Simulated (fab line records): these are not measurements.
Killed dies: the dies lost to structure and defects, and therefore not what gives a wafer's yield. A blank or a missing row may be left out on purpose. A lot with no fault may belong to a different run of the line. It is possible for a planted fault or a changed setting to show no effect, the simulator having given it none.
2 desks, one fault -- flow n5 finfet -- numbers are kept per desk, each desk with only its own; the story behind them comes last

DESK OF THE TOOL OWNER: rie diel-05
The tool's own readings at N5_BEOL_M7_ETCH_62 (etches SOC in N2/H2, target depth 110 nm, overetch 22 nm, time 165 s): means of the sampled wafers that have a number, for each lot that ran on this tool. The brackets show how far a lot's mean lies from the usual mean; more than 4 standard deviations puts the lot out of limits, marked OUT.
Columns: A = drypump motor current A at N5_BEOL_M7_ETCH_62, usual 5.8 A; B = oes product au at N5_BEOL_M7_ETCH_62, usual 0.64 a.u.; C = rf fwd power W at N5_BEOL_M7_ETCH_62, usual 837.6 W; D = rf vpp V at N5_BEOL_M7_ETCH_62, usual 524.4 V; E = showerhead plenum p Torr at N5_BEOL_M7_ETCH_62, usual 2.56 Torr; F = throttle valve pct at N5_BEOL_M7_ETCH_62, usual 17.93 %
lot,first seen here,A,B,C,D,E,F
L485,day 8 19:23,5.6,0.64,839.9,526.0,2.61,18.02
L489,day 10 03:55,5.7,0.61,838.6,525.9,2.63,18.01
L496,day 12 23:25,5.4,0.64,837.8,525.6,2.57,18.15
L499,day 13 00:45,5.6,0.64,836.5,525.4,2.62,18.06
L500,day 13 07:29,5.5,0.63,1040.7 (+78) OUT,488.5 (-17) OUT,2.58,18.12
L502,day 13 22:01,5.6,0.62,1036.5 (+76) OUT,488.8 (-17) OUT,2.60,18.09
This desk finds L500, L502 out of limits, L500 being first, at day 13 07:29 (rf fwd power W at N5_BEOL_M7_ETCH_62). Within limits: L485, L489, L496, L499.

AT THE METROLOGY DESK
Lot by lot, what the gauges showed, no matter which tool ran the lot: averages of those sampled wafers that carry a number. The brackets show how far a lot's mean lies from the usual mean; more than 4 standard deviations puts the lot out of limits, marked OUT.
Columns: A = M6_THK at N5_BEOL_M6_THK_MEAS_53, usual 80.4 nm; B = M7_ILD_THK at N5_BEOL_M7_THK_MEAS_01, usual 154.6 nm
lot,first seen here,A,B
L485,day 8 15:44,80.9,153.9
L487,day 9 01:40,81.3,155.9
L489,day 10 01:46,76.5,153.3
L492,day 10 18:52,78.5,153.6
L495,day 11 19:57,80.1,156.3
L496,day 12 20:07,79.6,157.4
L497,day 12 20:42,80.8,152.9
L499,day 12 21:31,82.7,153.2
L500,day 13 05:30,79.9,154.6
L502,day 13 20:10,79.7,154.3
L503,day 13 20:11,80.5,154.3
Finding of this desk: none of the 11 lots has anything out of limits.

ALL TOGETHER
On L500, L502, at day 13 07:29, an alarm was possible from the tool owner's desk.
From the metrology desk's view, nothing was out of limits.
The metrology desk holds a record of L500, L502, inside its limits.
All the named lots went through N5_BEOL_M7_ETCH_62 on rie diel-05.

WHAT THE SIMULATOR HAD INSERTED
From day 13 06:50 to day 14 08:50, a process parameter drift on rie diel-05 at N5_BEOL_M7_ETCH_62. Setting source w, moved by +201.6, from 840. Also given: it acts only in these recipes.
Struck lots among those shown: L500, L502.
Time in hours from fault onset to the first out-of-limits reading at each desk: the tool owner's desk, 1.
